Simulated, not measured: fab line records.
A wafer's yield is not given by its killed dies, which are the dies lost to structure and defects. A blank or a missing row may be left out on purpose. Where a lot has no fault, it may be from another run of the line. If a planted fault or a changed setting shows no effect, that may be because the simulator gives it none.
Chamber matching | flow n5 finfet | N5_FIN_SAQP_PECVD_06 on pecvd-04: 3 sister chambers
The step deposits a-Si from SiH4/He, target thk 60 nm, time 48.1 s. 6 wafers are shown with their chamber, then 10 later ones without.

## WAFERS WITH THEIR CHAMBER
wafer  | chamber | showerhead plenum p Torr (Torr) | throttle valve pct (%)
L079.6 | 0       | 5.63                            | 17.4
L080.6 | 0       | 5.64                            | 17.7
L083.2 | 2       | 5.66                            | 15.9
L083.5 | 1       | 5.81                            | 18.2
L088.2 | 1       | 5.82                            | 18.2
L088.5 | 2       | 5.67                            | 16.0

## WAFERS MISSING THEIR CHAMBER
wafer  | showerhead plenum p Torr (Torr) | throttle valve pct (%)
L088.6 | 5.65                            | 17.6
L092.2 | 5.67                            | 16.1
L092.5 | 5.66                            | 16.1
L092.6 | 5.82                            | 18.2
L095.2 | 5.81                            | 18.1
L095.4 | 5.64                            | 17.8
L095.5 | 5.65                            | 16.2
L096.1 | 5.66                            | 16.4
L096.2 | 5.65                            | 17.8
L096.4 | 5.67                            | 16.4

## THE CHAMBER EACH PASSED THROUGH
wafer  | from the rows above | in truth
L088.6 | 0                   | 0
L092.2 | 2                   | 2
L092.5 | 2                   | 2
L092.6 | 1                   | 1
L095.2 | 1                   | 1
L095.4 | 0                   | 0
L095.5 | 2                   | 2
L096.1 | 2                   | 2
L096.2 | 0                   | 0
L096.4 | 2                   | 2
Correct placement for 10 of the 10. Can't be placed from these rows: 0. Wrongly placed: 0.
How it was worked out, from the rows above alone: a wafer's distance from a chamber is the root of the sum, over the readings, of the square of ((its reading less the chamber's mean) divided by the reading's scatter). The wafer belongs to the nearest chamber; if the next one is less than 2 further off, it can't be placed. For every chamber, the mean is computed from those of its wafers that are shown. The scatter: the root of (the sum of the squares of (reading less its chamber's mean) over the shown wafers, divided by (wafers less chambers)).
